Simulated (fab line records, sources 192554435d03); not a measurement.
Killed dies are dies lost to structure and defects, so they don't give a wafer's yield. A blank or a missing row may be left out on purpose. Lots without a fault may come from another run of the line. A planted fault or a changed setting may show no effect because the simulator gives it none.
fab line records | flow n5_finfet
record lots=5 wafers=13 last_day=16
route steps=1938 shown BEOL_M2@879 BEOL_M4@1111 PASSIVATION@1936
lots that met no fault: from a run of the same line without faults
start_h: hours from the record's first day to the start of the lot's first wafer shown | wait_h: hours since the lot's step before | " the same as in the row above | L1.1+2: a row that stands for several wafers | - no value, or no start given | * or withheld: withheld | < > ~ a bound
route shown NAME@n: a module of which the file shows steps, and the number in the route of the first | usual: mean/standard deviation of fault-free wafers | same: alike in all rows | chamber/n: place in a boat | sites: the reading at each site | _std_site: their standard deviation | _edge_site: outer sites' mean less inner sites' | radius_mm: how far each site lies from the wafer's centre | mask NAME#n: copy n | behind: the tool/chamber that last shaped the wafer | hold: why the lot was held/for how many hours/how that ended | device: the transistor (n, p or np) that didn't switch | end of line: the same wafers' tests at the end of the route | a step without rows: its recipe alone | killed: dies lost to structure and defects at the first sort, not the wafer's yield | map: a wafer's dies, x killed, . not, _ none there
set.NAME: the setting as run; set.NAME@STEP: as run at that earlier step | model.NAME: the simulator's own value behind a step, which no gauge read
lots at some steps of the route; a table a step, a row a wafer
services: from which hour (start_h, from the record's first day; less than 0 if before it) a tool's chamber was out of use, for how many hours, and why
## steps
# step N5_BEOL_M2_DESCUM_33
# recipe chemistry=O2 time_s=7 source_power_w=50 bias_power_w=20 pressure_mtorr=20 rf_frequency_hz=2.712e+07 temp_c=40 resist=CAR-EUV o2_flow_sccm=225
# step N5_BEOL_M2_ETCH_77
# recipe chemistry=N2/H2 target=underlayer target_depth_a=65 mask_material=CAR-EUV time_s=5.2 ion_energy_ev=200 pressure_mtorr=30 source_w=840 bias_w=150 n2_flow_sccm=200 h2_flow_sccm=200 ends=cleared
# step N5_BEOL_M2_ETCH_69
# recipe chemistry=CF4 target=SiARC target_depth_a=156 mask_material=CAR-EUV time_s=26 ion_energy_ev=80 pressure_mtorr=40 source_w=545 bias_w=36 Ar_flow_sccm=100 cf4_flow_sccm=100 ends=cleared
# step N5_BEOL_M2_ALD_98
# recipe material=SiO2 target_thk_a=25 temp_c=100 ald_precursor_family=BDEAS ald_co_reactant=O2-plasma pulse_time_s=1 co_reactant_pulse_time_s=1 purge_time_s=2 co_reactant_purge_time_s=2 ald_cycles=17 pressure_torr=2
# step N5_BEOL_M2_ETCHBACK_99
# recipe chemistry=CHF3 target=SiO2 target_depth_a=50 time_s=10.4 source_w=215 bias_w=47 Ar_flow_sccm=200 CHF3_flow_sccm=12 ion_energy_ev=100 pressure_mtorr=30
# step N5_BEOL_M2_ETCH_70
# recipe chemistry=N2/H2 target=SOC target_depth_a=800 overetch_a=240 mask_material=SiARC temp_c=40 time_s=130 ion_energy_ev=200 pressure_mtorr=30 source_w=840 bias_w=150 n2_flow_sccm=200 h2_flow_sccm=200
# step N5_BEOL_M2_STRIP_71
# recipe chemistry=N2/H2 temp_c=40 n2_flow_sccm=200 h2_flow_sccm=200 rf_frequency_hz=6e+07
# step N5_BEOL_M2_STRIP_78
# recipe chemistry=N2/H2 temp_c=40 n2_flow_sccm=200 h2_flow_sccm=200 rf_frequency_hz=6e+07
# step N5_BEOL_M2_VIA_ETCH_34
# recipe chemistry=C4F6/O2 target_depth_a=694 mask_material=SOC pressure_mtorr=15 ion_energy_ev=250 taper_deg=4 time_s=65.9 source_w=350 bias_w=170 Ar_flow_sccm=300 C4F6_flow_sccm=10 O2_flow_sccm=10
# step N5_BEOL_M2_STRIP_83
# recipe chemistry=C4F6/O2 resist=SiARC rf_frequency_hz=6e+07
# step N5_BEOL_M2_STRIP_36
# recipe chemistry=N2/H2 power_w=450 temp_c=40 pressure_mtorr=20 rf_frequency_hz=6e+07 overash_fraction=0.3 bias_power_w=7 h2_frac=0.5 n2_flow_sccm=200 h2_flow_sccm=200
# step N5_BEOL_M2_TRENCH_ETCH_37
# recipe chemistry=C4F6/O2 target_depth_a=555.55 target=SiOC time_s=29.2 ion_energy_ev=250 pressure_mtorr=30 source_w=355 bias_w=185 Ar_flow_sccm=300 C4F6_flow_sccm=10 O2_flow_sccm=10
# usual drypump_motor_current_A=5.6/0.42 mfc_ar_sccm=300.1/0.94 oes_ar_750_au=0.80/0.072 oes_f_703_au=0.80/0.074 oes_product_au=0.79/0.071 rf_vpp_V=667/17 showerhead_plenum_p_Torr=2.84/0.076 throttle_valve_pct=20.6/0.3
# columns lot.wafer tool chamber start_h wait_h drypump_motor_current_A mfc_ar_sccm oes_ar_750_au oes_f_703_au oes_product_au rf_hours_counter_h rf_vpp_V showerhead_plenum_p_Torr throttle_valve_pct model.etch.depth_nm model.BEOL_M2.feature_depth_nm
L826.2 rie_diel-02 2 181.86 - 5.3 300.7 0.87 0.88 0.87 40 696 2.98 20.2 48.43 48.4
L826.6 " 1 " " 6.0 297.6 0.72 0.71 0.71 - 692 2.92 20.9 54.33 54.4
L827.1 rie_diel-02 1 182.44 - 6.0 301.1 0.71 0.72 0.72 215 691 2.92 20.9 54.41 54.4
L827.4 " 0 " " 5.7 300.5 0.85 0.85 0.85 68 668 2.78 20.5 50.09 50
L829.2 rie_diel-02 3 205.81 - 5.8 300.6 0.79 0.79 0.80 118 655 2.86 20.6 50.05 50
L829.4 " 0 " " 5.7 299.1 0.83 0.84 0.83 77 668 2.78 20.5 50.78 50.8
L829.6 " 1 " " 6.0 300.1 0.70 0.71 0.71 - 692 2.91 20.9 55.42 55.4
L838.3 rie_diel-05 3 258.24 - 5.4 298.1 0.92 0.91 0.90 15 667 2.81 20.6 53.8 53.8
L838.4 " 0 " " 5.2 299.2 0.76 0.74 0.76 138 652 2.77 20.7 53.97 54
L838.5 " 1 " " 4.8 299.7 0.86 0.88 0.85 - 644 2.77 20.2 54.83 54.8
L840.2 rie_diel-02 1 264.36 - 6.0 298.5 0.70 0.69 0.68 249 692 2.90 20.9 54.31 54.4
L840.5 " 0 " " 5.7 299.9 0.80 0.81 0.80 - 667 2.77 20.6 55.89 55.8
L840.6 " 1 " " 6.0 299.3 0.69 0.69 0.68 - 692 2.90 20.9 54.39 54.4
# step N5_BEOL_M2_ETCH_41
# recipe chemistry=CH3F/O2 target=SiCN target_depth_a=299 taper_deg=2 time_s=52.5 ion_energy_ev=120 mask_material=TiN pressure_mtorr=30 source_w=395 bias_w=75 Ar_flow_sccm=150 CH3F_flow_sccm=30 O2_flow_sccm=20
# step N5_BEOL_M2_STRIP_97
# recipe chemistry=N2/H2 time_s=10 power_w=450 temp_c=40 pressure_mtorr=20 rf_frequency_hz=6e+07 bias_power_w=7 n2_flow_sccm=200 h2_flow_sccm=200
# step N5_BEOL_M2_OCD_MEAS_38
# usual trench_depth_nm=54.9/1.1
# columns lot.wafer tool chamber start_h wait_h trench_depth_nm
L826.2 ocd-01 - 182.02 - 48.8
L826.6 " - " " 54.7
L827.1 ocd-01 - 182.59 - 54.3
L827.4 " - " " 50.2
L829.2 ocd-02 - 205.96 - 50.2
L829.4 " - " " 51.0
L829.6 " - " " 55.4
L838.3 ocd-01 - 258.40 - 53.7
L838.4 " - " " 53.7
L838.5 " - " " 54.3
L840.2 ocd-02 - 264.52 - 54.2
L840.5 " - " " 55.8
L840.6 " - " " 54.8
# step N5_BEOL_M2_HM_STRIP_39
# recipe chemistry=peroxide_tin_strip material=TiN target_depth_a=250 temp_c=50 time_s=158
# step N5_BEOL_M2_SRD_40
# recipe time_s=30 temp_c=23 rinse_liquid=diw dry=ipa_marangoni
# step N5_BEOL_M2_PRECLEAN_42
# recipe chemistry=residue_remover time_s=60 temp_c=40
# step N5_BEOL_M2_SRD_43
# recipe time_s=30 temp_c=23 rinse_liquid=diw dry=ipa_marangoni
# step N5_BEOL_M2_DEGAS_44
# recipe ambient=vacuum temp_c=250 time_s=60
# step N5_BEOL_M2_PRE_CLEAN_45
# recipe gas=H2/He time_s=30 temp_c=250
# step N5_BEOL_M2_ALD_84
# recipe material=TaN target_thk_a=* temp_c=275 ald_precursor_family=PDMAT ald_co_reactant=NH3 pressure_torr=3 carrier_flow_sccm=1500 pulse_time_s=2 purge_time_s=3 co_reactant_purge_time_s=2 co_reactant_pulse_time_s=3 ald_cycles=30 precursor_vessel_temp_c=75 precursor_vessel_pressure_torr=26.25 precursor_vessel_carrier_sccm=1000
# step N5_BEOL_M2_SURFACE_TREAT_85
# recipe gas=Ar time_s=* ion_energy_ev=* ion_current_ma_cm2=0.5 pressure_mtorr=* ar_flow_sccm=30
# step N5_BEOL_M2_CVD_47
# recipe material=Co target_thk_a=30 temp_c=withheld precursor=CCTBA/H2 pressure_torr=30 time_s=223.8
# step N5_BEOL_M2_SPUTTER_48
# recipe material=Cu target_thk_a=45 temp_c=-20 chamber_pressure_pa=0.07 power_w=withheld time_s=8.29
# step N5_BEOL_M2_ANNEAL_49
# recipe temp_c=400 time_s=240 ambient=vacuum
# step N5_BEOL_M2_SPUTTER_79
# recipe material=Cu target_thk_a=45 temp_c=-20 chamber_pressure_pa=0.07 power_w=withheld time_s=8.29
# step N5_BEOL_M2_ANNEAL_80
# recipe temp_c=400 time_s=240 ambient=vacuum
# step N5_BEOL_M2_SPUTTER_81
# recipe material=Cu target_thk_a=45 temp_c=-20 chamber_pressure_pa=0.07 power_w=withheld time_s=8.29
# step N5_BEOL_M2_ANNEAL_82
# recipe temp_c=400 time_s=240 ambient=vacuum
# step N5_BEOL_M2_SPUTTER_86
# recipe material=Cu target_thk_a=45 temp_c=-20 chamber_pressure_pa=0.07 power_w=withheld time_s=8.29
# step N5_BEOL_M2_ANNEAL_87
# recipe temp_c=400 time_s=240 ambient=vacuum
# step N5_BEOL_M2_SPUTTER_88
# recipe material=Cu target_thk_a=45 temp_c=-20 chamber_pressure_pa=0.07 power_w=withheld time_s=8.29
# step N5_BEOL_M2_ANNEAL_89
# recipe temp_c=400 time_s=240 ambient=vacuum
# step N5_BEOL_M2_SPUTTER_90
# recipe material=Cu target_thk_a=45 temp_c=-20 chamber_pressure_pa=0.07 power_w=withheld time_s=8.29
# step N5_BEOL_M2_ANNEAL_91
# recipe temp_c=400 time_s=240 ambient=vacuum
# step N5_BEOL_M2_SPUTTER_92
# recipe material=Cu target_thk_a=45 temp_c=-20 chamber_pressure_pa=0.07 power_w=withheld time_s=8.29
# step N5_BEOL_M2_ANNEAL_93
# recipe temp_c=400 time_s=240 ambient=vacuum
# step N5_BEOL_M2_SPUTTER_94
# recipe material=Cu target_thk_a=45 temp_c=-20 chamber_pressure_pa=0.07 power_w=withheld time_s=8.29
# step N5_BEOL_M2_ANNEAL_95
# recipe temp_c=400 time_s=240 ambient=vacuum
# step N5_BEOL_M2_CMP_52
# recipe stop_on=SiOC t_overpolish_s=6.8 down_force_psi=1 platen_rpm=50 clearing_platen_down_force_psi=1.5 clearing_platen_rpm=50 post_cmp_clean=cu_alkaline target_thk_nm=40 clearing_platen_pad_velocity_m_s=0.99484 pad_velocity_m_s=0.99484
# usual barrier_field_endpoint_s=24.6/0.77 clearing_platen_down_force_psi=1.500/0.0031 motor_current_A=6.0/0.56 overpolish_run_s=6.800/0.0092 time_to_endpoint_s=62/3.8
# same t_overpolish_s=6.8
# columns lot.wafer tool chamber start_h wait_h barrier_field_endpoint_s clearing_platen_down_force_psi motor_current_A overpolish_run_s time_to_endpoint_s model.Cu_of_BEOL_M2_ECD_50.thk_nm
L826.2 cmp-01 1 185.67 0.4 25.0 1.501 5.6 6.794 70 35.2
L826.6 " 3 " " 24.8 1.503 7.1 6.793 68 41.2
L827.4 cmp-01 3 186.56 0.2 25.5 1.500 7.3 6.800 65 36.8
L827.1 " 1 " " 24.9 1.502 5.5 6.794 66 40.4
L829.4 cmp-01 1 209.12 0.2 25.9 1.506 5.4 6.795 68 35.4
L829.2 " 2 " " 25.3 1.493 5.8 6.804 64 34.6
L829.6 " 1 " " 26.0 1.502 5.3 6.811 65 41.2
L838.4 cmp-02 1 262.45 0.1 23.6 1.497 6.7 6.811 61 38.6
L838.3 " 2 " " 23.5 1.498 5.7 6.803 58 37.6
L838.5 " 2 " " 24.3 1.497 6.0 6.804 58 38.8
L840.2 cmp-02 2 269.25 0.2 24.1 1.497 5.8 6.805 59 38.6
L840.5 " 2 " " 24.7 1.501 5.5 6.800 59 39.8
L840.6 " 3 " " 24.4 1.503 6.2 6.798 60 39
# step N5_BEOL_M2_RS_MEAS_58
# recipe thk_meas_gauge=four-point-probe reads=Co_of_BEOL_M2_CO_CAP_55+Cu_of_BEOL_M2_ECD_50+Co_of_BEOL_M2_CVD_47+TaN_of_BEOL_M2_ALD_84
# usual M2_RS=0.68/0.037
# columns lot.wafer tool chamber start_h wait_h M2_RS[ohm/sq]
L826.2 film_metro-01 - 186.39 0.1 0.79
L826.6 " - " " 0.64
L827.1 film_metro-01 - 187.11 0.0 0.66
L827.4 " - " " 0.75
L829.2 film_metro-02 - 209.72 0.1 0.80
L829.4 " - " " 0.78
L829.6 " - " " 0.64
L838.3 film_metro-01 - 263.00 0.1 0.73
L838.4 " - " " 0.70
L838.5 " - " " 0.70
L840.2 film_metro-02 - 269.80 0.1 0.70
L840.5 " - " " 0.67
L840.6 " - " " 0.69
# step N5_BEOL_M4_RC_MEAS_101
# usual DIBL_N=36.5/1.4 DIBL_P=36.6/1.9 IOFF_N=0.167/0.029 IOFF_P=0.21/0.033 ION_N=674/12 ION_P=460/8.9 SS_N=71.6/0.57 SS_P=73.4/0.61 VT_N=249/3.3 VT_P=-250/3.3
# columns lot.wafer tool chamber start_h wait_h DIBL_N[mV/V] DIBL_P[mV/V] IOFF_N[nA/um] IOFF_P[nA/um] ION_N[uA/um] ION_P[uA/um] SS_N[mV/dec] SS_P[mV/dec] VT_N[mV] VT_P[mV]
L827.1 prober-02 0 210.20 0.0 37.9 38.3 0.204 0.24 688 470 72.7 73.8 243 -248
L827.4 " 0 " " 34.2 34.0 0.130 0.18 657 453 71.4 72.8 251 -252
L826.2 prober-01 0 210.39 0.2 36.1 35.6 0.172 0.24 693 479 71.5 74.2 247 -244
L826.6 " 0 " " 37.0 36.8 0.190 0.28 684 479 72.0 74.0 246 -243
L829.2 prober-02 0 226.41 0.2 37.5 38.8 0.177 0.20 677 454 71.9 73.4 249 -252
L829.4 " 0 " " 37.6 39.1 0.172 0.20 671 453 71.9 73.3 250 -253
L829.6 " 0 " " 37.1 38.3 0.155 0.18 677 451 72.5 73.8 252 -253
L838.3 prober-02 0 287.07 0.3 38.7 38.4 0.205 0.22 686 457 71.3 74.2 245 -250
L838.4 " 0 " " 37.2 38.2 0.190 0.21 698 470 71.8 73.4 246 -251
L838.5 " 0 " " 38.9 39.4 0.218 0.24 693 463 72.1 75.1 245 -250
L840.2 prober-02 0 295.33 0.2 36.9 38.4 0.195 0.26 682 473 71.7 73.6 243 -246
L840.5 " 0 " " 34.3 34.8 0.140 0.20 667 461 70.7 73.1 251 -251
L840.6 " 0 " " 37.8 39.7 0.221 0.30 698 475 71.8 74.1 243 -245
# step N5_PASSIVATION_PROBE_49
# usual defect_limited_yield=91.2/1.6 killed_at_M0_to_M3=34/11 killed_at_M4_up=14/5.7 killed_at_contacts=14/6.6 killed_at_front_end=37/10 killed_at_other=4/3.2 killed_dies=104/19 killed_open=69/13 killed_short=33/8.7 sort_bin_5_function=5.1/1 sort_bin_6_memory=3.3/0.76 sort_bin_8_speed=0.00/0.016 sort_n_pass=1076/19 sort_yield_pct=91.2/1.6
# same gross_dies=1180 killed_at_back_side=0 sort_bin_4_leakage[%]=0
# columns lot.wafer tool chamber start_h wait_h defect_limited_yield[%] killed_at_M0_to_M3 killed_at_M4_up killed_at_contacts killed_at_front_end killed_at_other killed_dies killed_open killed_short sort_bin_5_function[%] sort_bin_6_memory[%] sort_bin_8_speed[%] sort_n_pass sort_yield_pct[%]
L829.2 prober-01 - 326.32 0.1 91.9 33 13 17 29 3 95 63 28 3.8 4.0 0.08 1085 91.9
L829.4 prober-01 - 326.42 0.2 88.1 36 19 14 58 14 141 94 45 6.7 5.3 0 1039 88.1
L829.6 prober-01 - 326.52 0.3 90.4 37 12 17 41 6 113 71 42 5.4 3.6 0 1067 90.4
# killed by level:class
L829.2 MOL_CONTACT_COAG:geometric_particle:open=15 BEOL_M0_SAQP:geometric_particle:open=9 BEOL_M0_SAQP:geometric_particle:short=8 FIN_SAQP:geometric_particle:open=7 BEOL_M4:geometric_particle:open=7 BEOL_M1:geometric_particle:short=5 DUMMY_GATE:geometric_particle:open=5 FIN_SAQP:geometric_particle:short=4
L829.4 FIN_SAQP:geometric_particle:open=16 BEOL_M2:geometric_particle:open=14 GATE_CUT:geometric_particle:short=12 MOL_CONTACT_COAG:geometric_particle:open=12 BEOL_M0_SAQP:geometric_particle:open=8 BEOL_M0_SAQP:geometric_particle:short=8 BEOL_M4:geometric_particle:open=8 PAD_METAL:geometric_particle:open=7
L829.6 BEOL_M2:geometric_particle:open=13 MOL_CONTACT_COAG:geometric_particle:open=13 FIN_SAQP:geometric_particle:open=9 FIN_SAQP:geometric_particle:short=7 BEOL_M0_SAQP:geometric_particle:short=7 GATE_CUT:geometric_particle:short=6 BEOL_M4:geometric_particle:open=5 BEOL_M4:geometric_particle:short=5
## services
# columns tool chamber start_h hours kind
cmp-01 - 179.60 0.8 repair
cmp-02 - 184.75 2.0 repair
cmp-02 - 197.05 4.4 repair
cmp-01 - 197.94 6.9 pm
rie_diel-05 3 198.03 - clean
rie_diel-05 3 198.03 - consumable_replace:focus_ring
rie_diel-05 3 198.03 19.4 scheduled_down
rie_diel-05 3 198.03 19.4 vent_cycle
cmp-02 - 237.89 4.0 pm
cmp-02 - 241.89 - consumable_replace:conditioner
cmp-02 - 241.89 - consumable_replace:pad
cmp-02 - 245.71 4.2 repair
rie_diel-05 - 250.18 0.4 repair
rie_diel-02 1 268.76 - clean
rie_diel-02 1 268.76 - consumable_replace:focus_ring
rie_diel-02 1 268.76 20.5 scheduled_down
rie_diel-02 1 268.76 20.5 vent_cycle
## key
first_sign step=N5_BEOL_M2_OCD_MEAS_38 reading=trench_depth_nm direction=down sigmas=4.5 usual=54.9 struck=50.0
effect step=N5_BEOL_M2_RS_MEAS_58 reading=M2_RS direction=up sigmas=2.6 usual=0.68 struck=0.78
model_effect step=N5_BEOL_M2_TRENCH_ETCH_37 value=etch.depth_nm without=55.64 struck=49.84
model_effect step=N5_BEOL_M2_CMP_52 value=Cu_of_BEOL_M2_ECD_50.thk_nm without=41.3 struck=35.5
met_at N5_BEOL_M2_TRENCH_ETCH_37
struck_wafers L826.2,L827.4,L829.2,L829.4
fault kind=process_parameter_drift tool=rie_diel-02 chamber=- onset_h=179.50 steps=N5_BEOL_M2_TRENCH_ETCH_37 channel=target_depth_a offset=-57.923 shape=step end_h=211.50 scope=struck_wafers_only acts_in=these_recipes_only stated=555.55
